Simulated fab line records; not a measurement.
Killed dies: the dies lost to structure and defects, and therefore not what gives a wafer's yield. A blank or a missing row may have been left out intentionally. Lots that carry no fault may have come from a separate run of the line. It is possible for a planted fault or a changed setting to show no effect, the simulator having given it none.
Chamber matching | flow n5-finfet | N5_BEOL_M3_STRIP_66 on rie-diel-05: 4 sister chambers
The step strips in CF4. 14 wafers are shown with their chamber, then 7 later ones without.

== EACH WAFER AND ITS CHAMBER ==
wafer  | chamber | drypump-motor-current-A (A) | showerhead-plenum-p-Torr (Torr) | throttle-valve-pct (%)
L074.2 | 2       | 5.4                         | 1.89                            | 13.37
L074.3 | 3       | 5.4                         | 1.78                            | 13.60
L074.4 | 1       | 5.3                         | 1.90                            | 13.30
L075.1 | 3       | 5.3                         | 1.78                            | 13.59
L075.2 | 0       | 6.3                         | 1.75                            | 13.64
L075.5 | 0       | 6.3                         | 1.75                            | 13.65
L081.1 | 3       | 5.3                         | 1.77                            | 13.62
L081.2 | 1       | 5.3                         | 1.89                            | 13.32
L081.3 | 0       | 6.3                         | 1.75                            | 13.67
L086.3 | 2       | 5.4                         | 1.88                            | 13.43
L086.4 | 0       | 6.3                         | 1.75                            | 13.72
L086.5 | 1       | 5.3                         | 1.89                            | 13.34
L088.2 | 0       | 6.3                         | 1.75                            | 13.73
L088.3 | 3       | 5.4                         | 1.77                            | 13.65

SIGNATURES (means of the wafers above)
reading                  | chamber 0 | chamber 1 | chamber 2 | chamber 3 | scatter within a chamber
drypump-motor-current-A  | 6.300     | 5.300     | 5.400     | 5.350     | 0.0316
showerhead-plenum-p-Torr | 1.7500    | 1.8933    | 1.8850    | 1.7750    | 0.00465
throttle-valve-pct       | 13.6820   | 13.3200   | 13.4000   | 13.6150   | 0.0337
Rule: distance of a wafer from a chamber = root of the sum over the readings of ((wafer's reading minus chamber's mean) / reading's scatter) squared. If the next closest chamber is less than 2 further off than the closest, the wafer can't be placed; otherwise it belongs to the closest. The scatter: take each reading less its chamber's mean, square it, sum over the shown wafers, divide by the number of wafers less the number of chambers, and take the root.

== WAFERS WITHOUT THEIR CHAMBER ==
wafer  | drypump-motor-current-A (A) | showerhead-plenum-p-Torr (Torr) | throttle-valve-pct (%)
L088.5 | 5.4                         | 1.88                            | 13.43
L092.4 | 6.3                         | 1.74                            | 13.74
L092.5 | 5.3                         | 1.88                            | 13.36
L092.6 | 5.4                         | 1.88                            | 13.46
L096.1 | 5.3                         | 1.77                            | 13.11
L096.3 | 6.3                         | 1.74                            | 13.74
L096.4 | 5.3                         | 1.88                            | 13.39

== WHICH CHAMBER EACH WENT THROUGH ==
wafer  | from the rows above     | in truth
L088.5 | 2                       | 2
L092.4 | 0                       | 0
L092.5 | can't be placed: 1 or 2 | 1
L092.6 | 2                       | 2
L096.1 | 3                       | 3
L096.3 | 0                       | 0
L096.4 | can't be placed: 2 or 1 | 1
5 of 7 placed correctly. Not placeable from these rows: 2 (in 2, the candidates include the true chamber). 0 placed wrongly.
